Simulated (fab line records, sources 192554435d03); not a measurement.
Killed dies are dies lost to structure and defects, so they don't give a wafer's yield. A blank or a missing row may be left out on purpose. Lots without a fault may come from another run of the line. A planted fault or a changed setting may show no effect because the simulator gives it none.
A struck lot beside a sound one | flow n5_finfet | 37 steps out of a route of 1938
Sound: wafers L108.1, L108.3, L108.5. Struck: wafers L102.1, L102.5, L102.6. The cause comes at the end.
At each step with rows: each side's tool, then ch and its chambers, then its first start. Under that, the readings that differ: sound wafers | struck wafers | difference of the means | sigmas: that difference in standard deviations of wafers without a fault.
alike: readings whose means differ by less than 2 such deviations, and words and numbers that are the same on both sides. not compared: withheld readings, readings that some wafer has no value for, bounds like >300 that may hide the same value, and numbers for which the record gives no deviation and whose values overlap.
The two part at a step that has a row with sigmas, a row that says differs or no value, or rows on one side only. Numbers that don't overlap but have no deviation are shown without sigmas and don't part them. A reading that every wafer of one side lacks parts them only if that side has two wafers or more.

first, 9 steps without rows for these wafers: N5_BEOL_M4_ANNEAL_95 (time 240 s); N5_BEOL_M4_SPUTTER_96 (material Cu, target thk 4.5 nm, time 8.29 s); N5_BEOL_M4_ECD_50 (material Cu, target thk 300 nm); N5_BEOL_M4_ANNEAL_51 (time 90 s); N5_BEOL_M4_CMP_52 (polishes, stops on SiOC, t overpolish 6.8 s, target thk 40 nm); N5_BEOL_M4_PRE_CLEAN_60 (time 15 s); N5_BEOL_M4_CO_CAP_55 (material Co, precursor CCTBA/H2, target thk 2 nm, time 102.1 s); N5_BEOL_M4_PRE_CLEAN_56 (time 15 s); N5_BEOL_M4_DEP_57 (deposits SiCN from 3MS/NH3, target thk 8 nm, time 14 s).
N5_BEOL_M4_RC_MEAS_101:
  sound on prober-02 ch 0, day 12 07:25; struck on prober-02 ch 0, day 11 04:26
  alike: DIBL_N, DIBL_P, IOFF_N, IOFF_P, ION_N, ION_P, SS_N, SS_P, VT_N, VT_P
then, 24 steps without rows for these wafers: N5_BEOL_M5_ILD_DEP_00 (deposits SiCOH lowk from DEMS/porogen, target thk 140.64 nm, time 25.9 s); N5_BEOL_M5_CURE_79 (cures SiCOH lowk, time 240 s); N5_BEOL_M5_PECVD_70 (deposits SiO2 from TEOS/O2, target thk 16 nm, time 18 s); N5_BEOL_M5_HM_DEP_02 (deposits TiN, target thk 20 nm); N5_BEOL_M5_COAT_59 (time 60 s, resist thk 60 nm); N5_BEOL_M5_COAT_60 (time 60 s, resist thk 12 nm); N5_BEOL_M5_COAT_71 (time 60 s, resist thk 5 nm); N5_BEOL_M5_COAT_05 (resist thk 30 nm); N5_BEOL_M5_EBR_07; N5_BEOL_M5_SOFTBAKE_06 (time 60 s); N5_BEOL_M5_EXPOSE_08 (exposes mask M5, target cd 28 nm); N5_BEOL_M5_PEB_09 (peb time 60 s); N5_BEOL_M5_DEVELOP_10 (develop time 30 s); N5_BEOL_M5_DESCUM_16 (chemistry O2, time 7 s); N5_BEOL_M5_ETCH_72 (etches underlayer in N2/H2, target depth 6.5 nm, time 5.2 s); N5_BEOL_M5_ETCH_61 (etches SiARC in CF4, target depth 15.6 nm, time 26 s); N5_BEOL_M5_ETCH_62 (etches SOC in N2/H2, target depth 75 nm, overetch 15 nm, time 112.5 s); N5_BEOL_M5_STRIP_63 (strips in N2/H2); N5_BEOL_M5_STRIP_73 (strips in N2/H2); N5_BEOL_M5_STRIP_64 (strips in CF4); N5_BEOL_M5_HM_OPEN_17 (chemistry Cl2/BCl3, target TiN, target depth 20 nm, overetch 6 nm); N5_BEOL_M5_STRIP_19 (strips in O2); N5_BEOL_M5_COAT_65 (time 60 s, resist thk 60 nm); N5_BEOL_M5_COAT_66 (time 60 s, resist thk 12 nm).
N5_BEOL_M5_STRIP_36: strips in N2/H2.
  sound on rie_diel-04 ch 1,2,3, day 12 14:28; struck on rie_diel-05 ch 0,1,2, day 11 10:50
  no value came back on the struck wafers for any of 8 readings (bias_power_w (W), chamber_pressure_mTorr (mTorr) and others); on the sound wafers bias_power_w (W) reads 7.017 6.968 7.000
  reading                                  | sound | struck         | difference | sigmas
  model.SOC_of_BEOL_M5_COAT_65.thk_nm (nm) | 0 0 0 | 55.8 55.8 55.8 | +55.8      |
  not compared: rf_hours_counter_h
N5_BEOL_M5_ETCH_41: etches SiCN in CH3F/O2, target depth 31.5 nm, time 56.7 s.
  sound on rie_diel-04 ch 1,2,3; struck on rie_diel-05 ch 0,1,2, day 11 10:53
  reading                                  | sound             | struck            | difference | sigmas
  rf_vpp_V (V)                             | 294.1 296.1 295.9 | 299.7 298.3 299.5 | +3.8       | +2
  model.SOC_of_BEOL_M5_COAT_65.thk_nm (nm) | 0 0 0             | 38.2 38 38.4      | +38.2      |
  alike: drypump_motor_current_A, oes_product_au, showerhead_plenum_p_Torr, throttle_valve_pct
  not compared: rf_hours_counter_h
-- the record jumps here: 4 days lie between the struck wafers' starts before and after (it left off in module BEOL_M5 and takes up again in module PASSIVATION, whose first step shown is number 1936 of the route) --
N5_PASSIVATION_PROBE_49:
  sound on prober-02, day 16 20:06; struck on prober-01, day 15 12:13
  reading                  | sound          | struck         | difference | sigmas
  defect_limited_yield (%) | 91.1 93.2 90.8 | 0 0 0          | -92        | -57
  killed_at_M4_up          | 22 12 18       | 1109 1120 1087 | +1088      | +99 or more
  killed_dies              | 105 80 109     | 1180 1180 1180 | +1082      | +57
  killed_on_rim            | 16 10 18       | 152 152 152    | +137       | +30
  sort_bin_5_function (%)  | 5.1 3.8 5.2    | 96.7 97.5 95.3 | +91.8      | +92
  sort_n_pass              | 1075 1100 1071 | 0 0 0          | -1082      | -57
  sort_yield_pct (%)       | 91.1 93.2 90.8 | 0 0 0          | -92        | -57
  alike: killed_at_M0_to_M3, killed_at_contacts, killed_at_front_end, killed_at_other, killed_open, killed_short, sort_bin_6_memory

WHERE THEY PART
First at N5_BEOL_M5_STRIP_36; last, within this record, at N5_PASSIVATION_PROBE_49.

WHY: what the simulator had put in
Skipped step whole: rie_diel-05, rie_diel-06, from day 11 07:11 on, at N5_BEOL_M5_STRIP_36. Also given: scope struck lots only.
